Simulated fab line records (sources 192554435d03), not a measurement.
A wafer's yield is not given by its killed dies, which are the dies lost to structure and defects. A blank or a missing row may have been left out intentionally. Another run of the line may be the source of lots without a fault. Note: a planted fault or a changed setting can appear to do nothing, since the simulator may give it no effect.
fab line records + flow n5Finfet
[record]
- lots = 15
- wafers = 45
- lastDay = 18
route steps=1938 shown BEOL_M14@1757 BEOL_M15@1773
lots with no fault: from the same line, run without faults
startH: start of the lot's first displayed wafer, in hours after the record's first day + waitH: hours from the lot's prior step to this one + " as in the row above + L1.1+2: a single row standing in for several wafers + - no value, or no start was given + * or withheld: withheld + < > ~ a bound
route shown NAME@n: names a module that has steps shown in the file, with the first one's number in the route + usual: the fault-free wafers' mean and standard deviation + same: alike in all rows + chamber/n: place in a boat + sites: readings site by site + _std_site: the standard deviation of these + _edge_site: mean of outer sites minus mean of inner sites + radiusMm: for every site, how far away it sits from the centre of the wafer + mask NAME#n: copy n + behind: tool/chamber where the wafer was last shaped + hold: the reason the lot was held/the length of the hold in hours/how it ended + device: the transistor (n, p or np) that didn't switch + end of line: the tests these same wafers got at the end of their route + where a step has no rows: the recipe by itself + killed: not the wafer's yield, but the dies lost to structure and defects at the first sort + map: per-die view of a wafer (x killed, . not killed, _ where there is no die)
set.NAME: the setting that was run; set.NAME@STEP: the one run at that earlier step + model.NAME: the simulator's own value behind a step, which no gauge read
the route's steps for a sample of lots (tables are steps, rows are wafers)
services: a tool's chamber out of use, with start hour (startH, from the record's first day; less than 0 if before it), hours out, and reason
[[steps]]
[step N5_BEOL_M14_ETCH_38]
[recipe]
- chemistry = CF4/N2
- target = SiCN
- targetDepthA = 1065
- taperDeg = 2
- timeS = 120.6
- ionEnergyEv = 150
- maskMaterial = SiO2
- pressureMtorr = 40
- sourceW = 430
- biasW = 70
- Ar_flow_sccm = 100
- cf4FlowSccm = 60
- n2FlowSccm = 60
[usual]
- drypumpMotorCurrentA = 5.6/0.54
- oesProductAu = 0.83/0.082
- rfFwdPowerW = 428.7/1.4
- rfVppV = 382.7/2.1
- showerheadPlenumPTorr = 2.23/0.077
- throttleValvePct = 15.24/0.23
| lot.wafer | tool       | chamber | startH | waitH | drypumpMotorCurrentA | oesProductAu | rfFwdPowerW | rfHoursCounterH | rfVppV | showerheadPlenumPTorr | throttleValvePct |
|-----------|------------|---------|--------|-------|----------------------|--------------|-------------|-----------------|--------|-----------------------|------------------|
| L170.3    | rieDiel-02 | 0       | -      | -     | 5.7                  | 0.82         | 428.6       | 90              | 379.9  | 2.15                  | 15.13            |
| L170.4    | "          | 1       | "      | "     | 6.0                  | 0.69         | 428.1       | 238             | 383.0  | 2.25                  | 15.60            |
| L170.6    | "          | 3       | "      | "     | 5.8                  | 0.78         | 427.9       | -               | 382.4  | 2.21                  | 15.28            |
| L169.2    | rieDiel-06 | 3       | -      | -     | 6.6                  | 0.68         | 430.0       | 236             | 382.6  | 2.26                  | 15.70            |
| L169.5    | "          | 1       | "      | "     | 5.1                  | 0.97         | 430.8       | -               | 379.9  | 2.17                  | 15.05            |
| L169.6    | "          | 0       | "      | "     | 5.0                  | 0.87         | 430.0       | -               | 384.7  | 2.33                  | 15.14            |
| L172.1    | rieDiel-02 | 3       | -      | -     | 5.8                  | 0.78         | 428.7       | 139             | 383.7  | 2.21                  | 15.27            |
| L172.2    | "          | 1       | "      | "     | 6.0                  | 0.69         | 428.7       | 243             | 382.9  | 2.25                  | 15.60            |
| L172.3    | "          | 0       | "      | "     | 5.7                  | 0.81         | 429.0       | 97              | 380.8  | 2.14                  | 15.13            |
| L174.3    | rieDiel-05 | 3       | -      | -     | 5.4                  | 0.90         | 428.0       | 17              | 380.6  | 2.17                  | 15.03            |
| L174.5    | "          | 1       | "      | "     | 4.9                  | 0.87         | 428.5       | -               | 378.5  | 2.16                  | 14.89            |
| L174.6    | "          | 0       | "      | "     | 5.2                  | 0.75         | 430.3       | -               | 379.2  | 2.13                  | 15.21            |
| L173.1    | rieDiel-02 | 3       | -      | -     | 5.8                  | 0.77         | 427.8       | 145             | 382.7  | 2.21                  | 15.30            |
| L173.5    | "          | 0       | "      | "     | 5.7                  | 0.80         | 429.1       | -               | 380.5  | 2.14                  | 15.15            |
| L173.6    | "          | 3       | "      | "     | 5.8                  | 0.77         | 427.2       | -               | 382.0  | 2.21                  | 15.29            |
| L177.2    | rieDiel-06 | 0       | -      | -     | 5.0                  | 0.85         | 427.2       | 85              | 385.6  | 2.33                  | 15.14            |
| L177.3    | "          | 1       | "      | "     | 5.1                  | 0.92         | 430.5       | 15              | 381.9  | 2.16                  | 15.05            |
| L177.6    | "          | 0       | "      | "     | 5.0                  | 0.85         | 429.5       | -               | 385.3  | 2.33                  | 15.16            |
| L178.2    | rieDiel-02 | 3       | -      | -     | 5.8                  | 0.76         | 430.1       | 155             | 384.1  | 2.21                  | 15.30            |
| L178.5    | "          | 1       | "      | "     | 6.0                  | 0.98         | 430.1       | -               | 385.1  | 2.25                  | 15.14            |
| L178.6    | "          | 2       | "      | "     | 5.3                  | 0.83         | 428.0       | -               | 384.4  | 2.31                  | 14.96            |
| L179.1    | rieDiel-06 | 2       | -      | -     | 6.5                  | 1.00         | 428.7       | 3               | 385.5  | 2.36                  | 15.63            |
| L179.3    | "          | 0       | "      | "     | 5.0                  | 0.84         | 429.8       | 97              | 385.1  | 2.32                  | 15.19            |
| L179.5    | "          | 0       | "      | "     | 5.0                  | 0.84         | 429.6       | -               | 383.9  | 2.32                  | 15.16            |
| L184.1    | rieDiel-06 | 0       | -      | -     | 5.0                  | 0.82         | 428.2       | 110             | 386.7  | 2.32                  | 15.18            |
| L184.4    | "          | 1       | "      | "     | 5.1                  | 0.87         | 431.6       | 40              | 380.6  | 2.15                  | 15.12            |
| L184.6    | "          | 3       | "      | "     | 6.6                  | 0.97         | 428.7       | -               | 383.1  | 2.25                  | 15.26            |
| L186.2    | rieDiel-02 | 2       | -      | -     | 5.3                  | 0.80         | 427.7       | 102             | 383.4  | 2.31                  | 15.03            |
| L186.5    | "          | 1       | "      | "     | 6.0                  | 0.89         | 426.4       | -               | 385.0  | 2.24                  | 15.18            |
| L186.6    | "          | 2       | "      | "     | 5.3                  | 0.80         | 430.3       | -               | 385.2  | 2.31                  | 15.02            |
| L189.1    | rieDiel-06 | 2       | -      | -     | 6.4                  | 0.91         | 430.4       | 27              | 385.0  | 2.35                  | 15.67            |
| L189.4    | "          | 0       | "      | "     | 5.0                  | 0.80         | 430.2       | 120             | 383.7  | 2.31                  | 15.22            |
| L189.5    | "          | 0       | "      | "     | 5.0                  | 0.81         | 430.3       | -               | 385.1  | 2.31                  | 15.23            |
| L187.4    | rieDiel-06 | 3       | -      | -     | 6.6                  | 0.95         | 424.8       | 21              | 382.6  | 2.24                  | 15.29            |
| L187.5    | "          | 1       | "      | "     | 5.1                  | 0.86         | 427.7       | -               | 381.3  | 2.15                  | 15.14            |
| L187.6    | "          | 2       | "      | "     | 6.4                  | 0.92         | 430.7       | -               | 385.8  | 2.35                  | 15.66            |
| L190.1    | rieDiel-05 | 0       | -      | -     | 5.3                  | 0.72         | 428.3       | 178             | 378.6  | 2.11                  | 15.30            |
| L190.3    | "          | 3       | "      | "     | 5.4                  | 0.84         | 429.5       | 56              | 380.5  | 2.16                  | 15.11            |
| L190.4    | "          | 2       | "      | "     | 5.7                  | 0.71         | 428.5       | 180             | 381.6  | 2.20                  | 15.49            |
| L191.3    | rieDiel-02 | 3       | -      | -     | 5.8                  | 0.74         | 428.1       | 184             | 382.2  | 2.20                  | 15.37            |
| L191.4    | "          | 0       | "      | "     | 5.7                  | 0.76         | 428.9       | 143             | 382.9  | 2.13                  | 15.23            |
| L191.6    | "          | 1       | "      | "     | 6.0                  | 0.87         | 428.5       | -               | 383.1  | 2.24                  | 15.21            |
| L192.2    | rieDiel-02 | 3       | -      | -     | 5.8                  | 0.73         | 430.2       | 192             | 382.4  | 2.19                  | 15.37            |
| L192.3    | "          | 1       | "      | "     | 6.0                  | 0.86         | 427.4       | 36              | 383.2  | 2.24                  | 15.24            |
| L192.5    | "          | 1       | "      | "     | 6.0                  | 0.86         | 427.7       | -               | 384.7  | 2.24                  | 15.22            |
[step N5_BEOL_M14_INSPECT_55]
[recipe]
- inspectInstrument = darkfield
- mode = postDep
[usual]
- rawDefectCount = 68/23
| lot.wafer | tool             | chamber | startH | waitH | rawDefectCount |
|-----------|------------------|---------|--------|-------|----------------|
| L170.3    | defectInspect-02 | -       | 237.01 | 0.0   | 94             |
| L170.4    | "                | -       | "      | "     | 67             |
| L170.6    | "                | -       | "      | "     | 76             |
| L169.2    | defectInspect-02 | -       | 252.90 | 0.0   | 125            |
| L169.5    | "                | -       | "      | "     | 91             |
| L169.6    | "                | -       | "      | "     | 82             |
| L172.1    | defectInspect-02 | -       | 253.42 | 0.0   | 67             |
| L172.2    | "                | -       | "      | "     | 94             |
| L172.3    | "                | -       | "      | "     | 121            |
| L174.3    | defectInspect-01 | -       | 266.14 | 0.0   | 60             |
| L174.5    | "                | -       | "      | "     | 98             |
| L174.6    | "                | -       | "      | "     | 81             |
| L173.1    | defectInspect-01 | -       | 270.10 | 0.0   | 78             |
| L173.5    | "                | -       | "      | "     | 52             |
| L173.6    | "                | -       | "      | "     | 68             |
| L177.2    | defectInspect-01 | -       | 285.84 | 0.0   | 47             |
| L177.3    | "                | -       | "      | "     | 51             |
| L177.6    | "                | -       | "      | "     | 91             |
| L178.2    | defectInspect-01 | -       | 292.90 | 0.0   | 63             |
| L178.5    | "                | -       | "      | "     | 52             |
| L178.6    | "                | -       | "      | "     | 93             |
| L179.1    | defectInspect-01 | -       | 309.11 | 0.0   | 56             |
| L179.3    | "                | -       | "      | "     | 73             |
| L179.5    | "                | -       | "      | "     | 98             |
| L184.1    | defectInspect-02 | -       | 343.99 | 0.0   | 43             |
| L184.4    | "                | -       | "      | "     | 102            |
| L184.6    | "                | -       | "      | "     | 48             |
| L186.2    | defectInspect-01 | -       | 353.57 | 0.0   | 46             |
| L186.5    | "                | -       | "      | "     | 43             |
| L186.6    | "                | -       | "      | "     | 74             |
| L189.1    | defectInspect-02 | -       | 370.40 | 0.0   | 72             |
| L189.4    | "                | -       | "      | "     | 112            |
| L189.5    | "                | -       | "      | "     | 61             |
| L187.4    | defectInspect-02 | -       | 370.80 | 0.0   | 48             |
| L187.5    | "                | -       | "      | "     | 127            |
| L187.6    | "                | -       | "      | "     | 63             |
| L190.1    | defectInspect-02 | -       | 374.77 | 0.0   | 56             |
| L190.3    | "                | -       | "      | "     | 72             |
| L190.4    | "                | -       | "      | "     | 35             |
| L191.3    | defectInspect-01 | -       | 383.64 | 0.0   | 83             |
| L191.4    | "                | -       | "      | "     | 45             |
| L191.6    | "                | -       | "      | "     | 103            |
| L192.2    | defectInspect-02 | -       | 407.00 | 0.0   | 67             |
| L192.3    | "                | -       | "      | "     | 71             |
| L192.5    | "                | -       | "      | "     | 39             |
[step N5_BEOL_M15_ILD_DEP_00]
[recipe]
- material = SiO2
- targetThkA = 16293
- tempC = 400
- precursor = TEOS/O2
- pressureTorr = 6.5
- rfW = 900
- teosFlowSccm = 161.4
- gas = O2
- flowSccm = 2650
- timeS = 346.1
[usual]
- heaterPowerW = 494/66
- rfFwdPowerW = 898.4/2.6
- showerheadPlenumPTorr = 8.36/0.054
- throttleValvePct = 18.5/0.58
| lot.wafer | tool     | chamber | startH | waitH | heaterPowerW | rfFwdPowerW | showerheadPlenumPTorr | throttleValvePct |
|-----------|----------|---------|--------|-------|--------------|-------------|-----------------------|------------------|
| L170.3    | pecvd-04 | 0       | 237.04 | 0.0   | 544          | 897.8       | 8.29                  | 18.1             |
| L170.4    | "        | 0       | "      | "     | 413          | 898.1       | 8.31                  | 18.1             |
| L170.6    | "        | 1       | "      | "     | 439          | 893.7       | 8.28                  | 18.8             |
| L169.2    | pecvd-04 | 2       | 252.94 | 0.0   | 553          | 900.1       | 8.38                  | 19.1             |
| L169.5    | "        | 2       | "      | "     | 398          | 897.3       | 8.38                  | 19.2             |
| L169.6    | "        | 1       | "      | "     | 432          | 901.4       | 8.30                  | 19.1             |
| L172.1    | pecvd-02 | 2       | 253.46 | 0.0   | 507          | 900.2       | 8.35                  | 18.0             |
| L172.2    | "        | 0       | "      | "     | 462          | 898.0       | 8.33                  | 17.8             |
| L172.3    | "        | 2       | "      | "     | 576          | 899.9       | 8.36                  | 17.6             |
| L174.3    | pecvd-03 | 0       | 266.17 | 0.0   | 431          | 895.5       | 8.43                  | 17.9             |
| L174.5    | "        | 1       | "      | "     | 572          | 896.8       | 8.36                  | 19.4             |
| L174.6    | "        | 0       | "      | "     | 508          | 900.8       | 8.43                  | 18.0             |
| L173.1    | pecvd-02 | 2       | 270.13 | 0.0   | 564          | 897.4       | 8.36                  | 17.8             |
| L173.5    | "        | 0       | "      | "     | 353          | 898.9       | 8.33                  | 17.7             |
| L173.6    | "        | 2       | "      | "     | 453          | 891.5       | 8.34                  | 17.8             |
| L177.2    | pecvd-02 | 1       | 285.87 | 0.0   | 538          | 898.8       | 8.30                  | 18.5             |
| L177.3    | "        | 0       | "      | "     | 403          | 895.2       | 8.33                  | 17.8             |
| L177.6    | "        | 2       | "      | "     | 438          | 896.9       | 8.37                  | 17.9             |
| L178.2    | pecvd-02 | 1       | 292.94 | 0.0   | 429          | 901.2       | 8.28                  | 18.2             |
| L178.5    | "        | 0       | "      | "     | 450          | 897.4       | 8.35                  | 18.1             |
| L178.6    | "        | 2       | "      | "     | 608          | 894.8       | 8.36                  | 17.8             |
| L179.1    | pecvd-03 | 2       | 309.15 | 0.0   | 570          | 900.0       | 8.39                  | 18.0             |
| L179.3    | "        | 0       | "      | "     | 495          | 899.8       | 8.45                  | 17.8             |
| L179.5    | "        | 0       | "      | "     | 524          | 899.9       | 8.45                  | 17.8             |
| L184.1    | pecvd-04 | 0       | 344.02 | 0.0   | 448          | 900.9       | 8.26                  | 18.0             |
| L184.4    | "        | 0       | "      | "     | 534          | 895.8       | 8.27                  | 18.2             |
| L184.6    | "        | 2       | "      | "     | 530          | 908.9       | 8.38                  | 19.2             |
| L186.2    | pecvd-03 | 2       | 353.60 | 0.0   | 579          | 902.3       | 8.41                  | 18.5             |
| L186.5    | "        | 0       | "      | "     | 553          | 902.6       | 8.44                  | 18.2             |
| L186.6    | "        | 2       | "      | "     | 456          | 898.3       | 8.40                  | 18.2             |
| L189.1    | pecvd-04 | 1       | 370.43 | 0.0   | 550          | 895.2       | 8.30                  | 18.9             |
| L189.4    | "        | 2       | "      | "     | 409          | 898.2       | 8.37                  | 19.5             |
| L189.5    | "        | 0       | "      | "     | 408          | 898.5       | 8.30                  | 17.9             |
| L187.4    | pecvd-02 | 0       | 370.95 | 0.1   | 352          | 902.0       | 8.35                  | 18.2             |
| L187.5    | "        | 1       | "      | "     | 399          | 896.4       | 8.27                  | 18.6             |
| L187.6    | "        | 2       | "      | "     | 543          | 897.7       | 8.35                  | 18.1             |
| L190.1    | pecvd-03 | 1       | 374.80 | 0.0   | 614          | 901.5       | 8.35                  | 19.3             |
| L190.3    | "        | 2       | "      | "     | 587          | 900.0       | 8.38                  | 18.4             |
| L190.4    | "        | 0       | "      | "     | 542          | 898.0       | 8.45                  | 18.1             |
| L191.3    | pecvd-04 | 0       | 383.78 | 0.1   | 408          | 896.9       | 8.28                  | 17.8             |
| L191.4    | "        | 2       | "      | "     | 525          | 898.6       | 8.38                  | 19.4             |
| L191.6    | "        | 0       | "      | "     | 503          | 898.7       | 8.31                  | 18.2             |
| L192.2    | pecvd-03 | 0       | 407.03 | 0.0   | 466          | 900.3       | 8.43                  | 18.0             |
| L192.3    | "        | 2       | "      | "     | 483          | 904.6       | 8.40                  | 18.7             |
| L192.5    | "        | 0       | "      | "     | 537          | 894.2       | 8.42                  | 17.9             |
[step N5_BEOL_M15_EXPOSE_07]
[recipe]
- maskId = V14
- na = 0.8
- sourceShape = annular
- sigmaInner = 0.5
- sigmaOuter = 0.8
- polarization = unpolarized
- attpsmPhaseDeg = 180
- doseMj = 41.25
[usual]
- exposureDoseMJCm2 = 41.22/0.05
- focusOffsetNm = 0.0/0.57
- sigmaInner = 0.5/0
- stageVelMmS = 500.09/0.24
| lot.wafer | tool          | chamber | startH | waitH | mask  | exposureDoseMJCm2 | focusOffsetNm | sigmaInner | stageVelMmS |
|-----------|---------------|---------|--------|-------|-------|-------------------|---------------|------------|-------------|
| L170.3    | krfScanner-01 | 0       | 237.56 | -     | V14#0 | 41.26             | -0.8          | 0.5        | 499.75      |
| L170.4    | "             | 0       | "      | "     | V14#0 | 41.26             | -0.8          | 0.5        | 500.00      |
| L170.6    | "             | 0       | "      | "     | V14#0 | 41.26             | -0.2          | 0.5        | 500.08      |
| L169.2    | krfScanner-01 | 0       | 253.32 | -     | V14#0 | 41.27             | 0.4           | 0.5        | 500.27      |
| L169.5    | "             | 0       | "      | "     | V14#0 | 41.22             | 0.5           | 0.5        | 500.09      |
| L169.6    | "             | 0       | "      | "     | V14#0 | 41.27             | 1.0           | 0.5        | 500.60      |
| L172.1    | krfScanner-01 | 0       | 253.95 | -     | V14#0 | 41.26             | 0.4           | 0.5        | 500.12      |
| L172.2    | "             | 0       | "      | "     | V14#0 | 41.23             | 0.2           | 0.5        | 499.94      |
| L172.3    | "             | 0       | "      | "     | V14#0 | 41.23             | 1.1           | 0.5        | 499.89      |
| L174.3    | krfScanner-02 | 0       | 266.58 | -     | V14#0 | 41.21             | 0.6           | 0.5        | 500.09      |
| L174.5    | "             | 0       | "      | "     | V14#0 | 41.22             | 0.6           | 0.5        | 500.23      |
| L174.6    | "             | 0       | "      | "     | V14#0 | 41.21             | 0.5           | 0.5        | 500.05      |
| L173.1    | krfScanner-01 | 0       | 270.64 | -     | V14#0 | 41.27             | -0.2          | 0.5        | 500.20      |
| L173.5    | "             | 0       | "      | "     | V14#0 | 41.25             | 0.0           | 0.5        | 500.00      |
| L173.6    | "             | 0       | "      | "     | V14#0 | 41.31             | 0.5           | 0.5        | 499.99      |
| L177.2    | krfScanner-02 | -       | 286.40 | -     | V14#0 | -                 | -             | -          | -           |
| L177.3    | "             | -       | "      | "     | V14#0 | -                 | -             | -          | -           |
| L177.6    | "             | -       | "      | "     | V14#0 | -                 | -             | -          | -           |
| L178.2    | krfScanner-01 | -       | 293.45 | -     | V14#0 | -                 | -             | -          | -           |
| L178.5    | "             | -       | "      | "     | V14#0 | -                 | -             | -          | -           |
| L178.6    | "             | -       | "      | "     | V14#0 | -                 | -             | -          | -           |
| L179.1    | krfScanner-02 | -       | 309.66 | -     | V14#0 | -                 | -             | -          | -           |
| L179.3    | "             | -       | "      | "     | V14#0 | -                 | -             | -          | -           |
| L179.5    | "             | -       | "      | "     | V14#0 | -                 | -             | -          | -           |
| L184.1    | krfScanner-01 | 0       | 344.41 | -     | V14#0 | 41.26             | -0.8          | 0.5        | 500.28      |
| L184.4    | "             | 0       | "      | "     | V14#0 | 41.24             | -0.9          | 0.5        | 499.95      |
| L184.6    | "             | 0       | "      | "     | V14#0 | 41.25             | -0.5          | 0.5        | 500.15      |
| L186.2    | krfScanner-02 | 0       | 354.13 | -     | V14#0 | 41.25             | -0.1          | 0.5        | 500.09      |
| L186.5    | "             | 0       | "      | "     | V14#0 | 41.22             | -0.8          | 0.5        | 499.97      |
| L186.6    | "             | 0       | "      | "     | V14#0 | 41.23             | -0.3          | 0.5        | 499.89      |
| L189.1    | krfScanner-01 | 0       | 370.81 | -     | V14#0 | 41.21             | 0.0           | 0.5        | 500.05      |
| L189.4    | "             | 0       | "      | "     | V14#0 | 41.18             | -0.5          | 0.5        | 500.02      |
| L189.5    | "             | 0       | "      | "     | V14#0 | 41.20             | 0.3           | 0.5        | 500.61      |
| L187.4    | krfScanner-02 | 0       | 371.36 | -     | V14#0 | 41.25             | -0.1          | 0.5        | 500.36      |
| L187.5    | "             | 0       | "      | "     | V14#0 | 41.20             | 0.2           | 0.5        | 500.22      |
| L187.6    | "             | 0       | "      | "     | V14#0 | 41.16             | 0.0           | 0.5        | 500.52      |
| L190.1    | krfScanner-01 | 0       | 375.31 | -     | V14#0 | 41.15             | 1.1           | 0.5        | 500.21      |
| L190.3    | "             | 0       | "      | "     | V14#0 | 41.15             | 1.3           | 0.5        | 500.07      |
| L190.4    | "             | 0       | "      | "     | V14#0 | 41.23             | 0.8           | 0.5        | 499.82      |
| L191.3    | krfScanner-02 | 0       | 384.30 | -     | V14#0 | 41.21             | -0.2          | 0.5        | 499.98      |
| L191.4    | "             | 0       | "      | "     | V14#0 | 41.27             | 0.0           | 0.5        | 500.40      |
| L191.6    | "             | 0       | "      | "     | V14#0 | 41.20             | 0.4           | 0.5        | 500.14      |
| L192.2    | krfScanner-01 | 0       | 407.42 | -     | V14#0 | 41.21             | -0.1          | 0.5        | 500.31      |
| L192.3    | "             | 0       | "      | "     | V14#0 | 41.28             | 0.0           | 0.5        | 500.34      |
| L192.5    | "             | 0       | "      | "     | V14#0 | 41.25             | 0.1           | 0.5        | 500.38      |
[[services]]
| tool          | chamber | startH | hours | kind        |
|---------------|---------|--------|-------|-------------|
| krfScanner-02 | -       | 218.21 | 1.3   | pm          |
| krfScanner-01 | -       | 219.51 | 4.0   | pm          |
| krfScanner-02 | -       | 221.95 | 0.6   | repair      |
| krfScanner-01 | -       | 234.87 | 1.3   | pm          |
| pecvd-03      | -       | 238.67 | 4.3   | pm          |
| krfScanner-02 | -       | 247.96 | 1.2   | repair      |
| rieDiel-05    | -       | 250.18 | 0.4   | repair      |
| krfScanner-01 | 0       | 252.53 | -     | calibration |
| pecvd-04      | -       | 254.23 | 6.0   | pm          |
| krfScanner-02 | -       | 269.99 | 0.8   | pm          |
| krfScanner-02 | -       | 278.36 | 4.4   | pm          |
| krfScanner-01 | -       | 287.41 | 0.8   | pm          |
| pecvd-02      | -       | 290.07 | 1.3   | repair      |
| krfScanner-01 | -       | 294.10 | 1.0   | pm          |
| pecvd-04      | -       | 315.53 | 0.6   | repair      |
| rieDiel-05    | 2       | 325.98 | 13.5  | repair      |
| rieDiel-05    | -       | 330.64 | 3.9   | repair      |
| krfScanner-02 | -       | 330.73 | 1.0   | pm          |
| rieDiel-05    | 3       | 336.29 | 3.1   | repair      |
| krfScanner-01 | -       | 353.77 | 3.1   | repair      |
| rieDiel-02    | 1       | 370.04 | 5.3   | repair      |
| krfScanner-02 | -       | 394.11 | 1.3   | pm          |
| pecvd-04      | -       | 402.59 | 0.3   | repair      |
| pecvd-03      | -       | 403.68 | 2.8   | pm          |
[[key]]
[firstSign]
- step = N5_BEOL_M15_EXPOSE_07
- reading = toolRecord
- direction = missing
effect none on later readings
metAt N5_BEOL_M15_EXPOSE_07
struckLots L177,L178,L179
laterRowsLeftOut L177.2,L177.3,L177.6,L178.2,L178.5,L178.6,L179.1,L179.3,L179.5
sortLeftOut L177.2,L177.3,L177.6,L178.2,L178.5,L178.6,L179.1,L179.3,L179.5
notActingAt N5_BEOL_M14_ETCH_38,N5_BEOL_M14_INSPECT_55,N5_BEOL_M15_ILD_DEP_00
onsetBetween 270.64 286.40
[earlierFault]
- kind = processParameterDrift
- tool = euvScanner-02
- chamber = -
- onsetH = 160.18
- steps = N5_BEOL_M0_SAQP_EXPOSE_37
- channel = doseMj
- offset = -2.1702
- shape = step
- actsIn = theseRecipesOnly
- stated = 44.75
[fault]
- kind = skippedStepWhole
- tool = krfScanner-01,krfScanner-02
- chamber = -
- onsetH = 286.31
- steps = N5_BEOL_M15_EXPOSE_07
- scope = struckLotsOnly
// sortLeftOut: the simulated sort isn't trusted on such a fault, so these wafers' sort isn't shown, and their yield isn't known
// laterRowsLeftOut: the simulator's readings of these wafers behind a module that went badly wrong aren't trusted and aren't shown, but for the sort
